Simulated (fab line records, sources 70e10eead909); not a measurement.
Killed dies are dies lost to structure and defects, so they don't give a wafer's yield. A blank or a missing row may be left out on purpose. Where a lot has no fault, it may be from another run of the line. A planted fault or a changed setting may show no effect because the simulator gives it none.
Matching of chambers | flow nand harc | NHARC_A_CONTACT_ALD_18 on ald metal-02: 4 sister chambers
The step deposits TiN, target thk 3 nm, pulse time 1 s, ald cycles 150. 8 wafers are shown with their chamber, then 8 later ones without.

WAFERS, EACH WITH ITS CHAMBER
wafer  | chamber | heater power w (W) | precursor pulse height rel
L079.3 | 0       | 839                | 1.023
L079.6 | 0       | 868                | 1.012
L081.5 | 2       | 1184               | 1.024
L081.6 | 3       | 958                | 0.978
L083.2 | 3       | 907                | 1.008
L083.5 | 2       | 1216               | 1.022
L083.6 | 1       | 1222               | 0.997
L087.3 | 1       | 1229               | 0.998

WAFERS WHOSE CHAMBER IS MISSING
wafer  | heater power w (W) | precursor pulse height rel
L087.4 | 893                | 0.988
L087.6 | 1230               | 0.994
L090.2 | 942                | 0.997
L090.4 | 1275               | 0.997
L090.5 | 965                | 1.004
L097.2 | 1225               | 1.023
L097.3 | 914                | 1.012
L097.5 | 883                | 1.006

THE CHAMBER EACH PASSED THROUGH
wafer  | from the rows above     | in truth
L087.4 | can't be placed: 3 or 0 | 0
L087.6 | 1                       | 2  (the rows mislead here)
L090.2 | 3                       | 3
L090.4 | can't be placed: 1 or 2 | 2
L090.5 | 3                       | 3
L097.2 | can't be placed: 2 or 1 | 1
L097.3 | can't be placed: 3 or 0 | 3
L097.5 | can't be placed: 0 or 3 | 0
Correctly placed: 2 of 8. These rows do not allow placing 5 (true chamber among the candidates in 5). Wrongly placed: 1.
How it was worked out, from the rows above alone: a wafer's distance from a chamber is the root of the sum, over the readings, of the square of ((its reading less the chamber's mean) divided by the reading's scatter). The wafer belongs to the nearest chamber; if the next one is less than 2 further off, it can't be placed. The mean given for a chamber averages the wafers shown for that chamber. The scatter: take each reading less its chamber's mean, square it, sum over the shown wafers, divide by the number of wafers less the number of chambers, and take the root.
